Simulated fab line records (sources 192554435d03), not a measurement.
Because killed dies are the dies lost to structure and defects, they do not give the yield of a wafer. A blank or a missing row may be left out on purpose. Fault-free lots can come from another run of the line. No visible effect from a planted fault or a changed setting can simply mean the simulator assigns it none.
The tool behind it: which one?	flow n5_finfet	12 lots, 32 wafers sampled, at 4 steps of a route of 1938

== WHAT THE GAUGES READ, wafer by wafer ==
N5_MIM_BOT_LITHO_INSPECT_12: inspects for defects (macro). Usual: raw_defect_count at 1.8, with a standard deviation of 1.3.
lot	measured	on	raw_defect_count	flag
L957	day 11 16:49	defect_inspect-02	3 0 2	
L958	day 11 17:26	defect_inspect-01	2 3 2	
L960	day 12 08:02	defect_inspect-01	4 1	
L962	day 12 16:05	defect_inspect-02	4 0 1	
L966	day 13 14:58	defect_inspect-01	5 2 1	
L964	day 13 17:58	defect_inspect-01	3 3 0	
L971	day 15 17:32	defect_inspect-02	1 3 1	
L973	day 16 06:39	defect_inspect-01	3 2	
L977	day 17 00:49	defect_inspect-02	2 2	
L975	day 17 15:25	defect_inspect-02	0 1	
L976	day 18 00:32	defect_inspect-02	1 3 1	
L979	day 18 06:55	defect_inspect-02	2 3 6	

N5_PASSIVATION_INSPECT_61: inspects for defects (macro). Usual: raw_defect_count at 2.0, with a standard deviation of 1.4.
lot	measured	on	raw_defect_count	flag
L957	day 11 18:46	defect_inspect-01	3 1 4	
L958	day 11 19:49	defect_inspect-02	4 4 2	
L960	day 12 09:34	defect_inspect-02	4 2	
L962	day 12 18:26	defect_inspect-02	0 3 2	
L966	day 13 18:18	defect_inspect-01	>300 >300 >300	OFF
L964	day 13 21:05	defect_inspect-02	>300 >300 >300	OFF
L971	day 15 18:58	defect_inspect-01	4 0 1	
L973	day 16 08:25	defect_inspect-01	1 1	
L977	day 17 04:05	defect_inspect-01	2 3	
L975	day 17 17:01	defect_inspect-02	0 3	
L976	day 18 05:20	defect_inspect-02	1 1 1	
L979	day 18 09:20	defect_inspect-02	4 1 2	

== WHAT TOOL EACH LOT RAN ON (gives the tool, then ch and the chambers of the sampled wafers, and finally the start) ==
lot	N5_MIM_BOT_ETCH_ETCH_03	N5_MIM_BOT_ETCH_CLEAN_05
L957	rie_metal-01 ch 0,1, day 11 17:01	wet_bench-01 ch 0,2,4, day 11 17:39
L958	rie_metal-02 ch 0,1, day 11 17:38	wet_bench-01 ch 2,3,7, day 11 18:19
L960	rie_metal-02 ch 0,1, day 12 08:16	wet_bench-02 ch 3,4, day 12 08:50
L962	rie_metal-02 ch 0,1, day 12 17:07	wet_bench-01 ch 0,1,7, day 12 17:51
L966	rie_metal-01 ch 0,1, day 13 15:10	wet_bench-01 ch 0,3,4, day 13 15:47
L964	rie_metal-01 ch 1, day 13 18:10	wet_bench-01 ch 3,5,6, day 13 18:50
L971	rie_metal-02 ch 0,1, day 15 17:46	wet_bench-02 ch 2,4,7, day 15 18:22
L973	rie_metal-02 ch 0,1, day 16 06:50	wet_bench-02 ch 0,5, day 16 07:28
L977	rie_metal-03 ch 0, day 17 01:01	wet_bench-01 ch 2,6, day 17 01:59
L975	rie_metal-03 ch 0,1, day 17 15:38	wet_bench-04 ch 1,6, day 17 16:16
L976	rie_metal-01 ch 0,1, day 18 00:43	wet_bench-04 ch 0,1,7, day 18 01:21
L979	rie_metal-02 ch 0,1, day 18 07:07	wet_bench-01 ch 2,3,7, day 18 08:05
- N5_MIM_BOT_ETCH_ETCH_03: etches the open film in Cl2/BCl3, target depth 12 nm.
- N5_MIM_BOT_ETCH_CLEAN_05: cleans in IPA, time 180 s.

== AS READ BY THE TOOLS THEMSELVES (means over the sampled wafers that have a number; for cases with no such wafer, the mark the record gives instead) ==
N5_MIM_BOT_ETCH_ETCH_03. Usual: chamber_pressure_mTorr 8.000 mTorr, standard deviation 0.0072; drypump_motor_current_A 5.7 A, standard deviation 0.39; oes_product_au 0.78 a.u., standard deviation 0.074; throttle_valve_pct 27.4 %, standard deviation 0.38.
lot	tool	chamber_pressure_mTorr (mTorr)	drypump_motor_current_A (A)	oes_product_au (a.u.)	throttle_valve_pct (%)	flag
L957	rie_metal-01	8.005	5.3	0.90	27.9	
L958	rie_metal-02	8.002	5.8	0.72	27.0	
L960	rie_metal-02	8.006	5.9	0.73	27.0	
L962	rie_metal-02	7.997	5.8	0.72	27.0	
L966	rie_metal-01	8.000	5.4	0.89	27.8	
L964	rie_metal-01	8.000	5.5	0.90	27.8	
L971	rie_metal-02	7.997	5.8	0.71	27.0	
L973	rie_metal-02	8.002	5.9	0.70	27.0	
L977	rie_metal-03	8.002	5.6	0.73	27.3	
L975	rie_metal-03	8.002	5.8	0.74	27.4	
L976	rie_metal-01	8.000	5.3	0.84	27.9	
L979	rie_metal-02	8.001	6.1	0.70	27.0	

== THE ANSWER, worked out from the rows above alone ==
Rule: a lot counts as off when the mean over its wafers that have a number is more than 3 standard deviations away from the usual mean. A lot without any number at a reading at which 4 lots or more have one is off too. Any other lot the step has rows for is counted as sound. The gauges are gone through in route order, then the tools' own readings, and for those a lot's mean is taken as printed above. At the first step where some lot is off, the reading lying furthest off is the one used; lots without a number count as furthest.
Off at N5_PASSIVATION_INSPECT_61 (raw_defect_count): L966, L964. Without a number there: L966, L964.
A tool fits if, at a process step before that reading, it ran every lot that is off, and no sound lot after the first of them. Those tools and the gauges at N5_PASSIVATION_INSPECT_61 are tried in the same way. No candidate that was tried fits.

== WHAT THE SIMULATOR HAD PUT IN ==
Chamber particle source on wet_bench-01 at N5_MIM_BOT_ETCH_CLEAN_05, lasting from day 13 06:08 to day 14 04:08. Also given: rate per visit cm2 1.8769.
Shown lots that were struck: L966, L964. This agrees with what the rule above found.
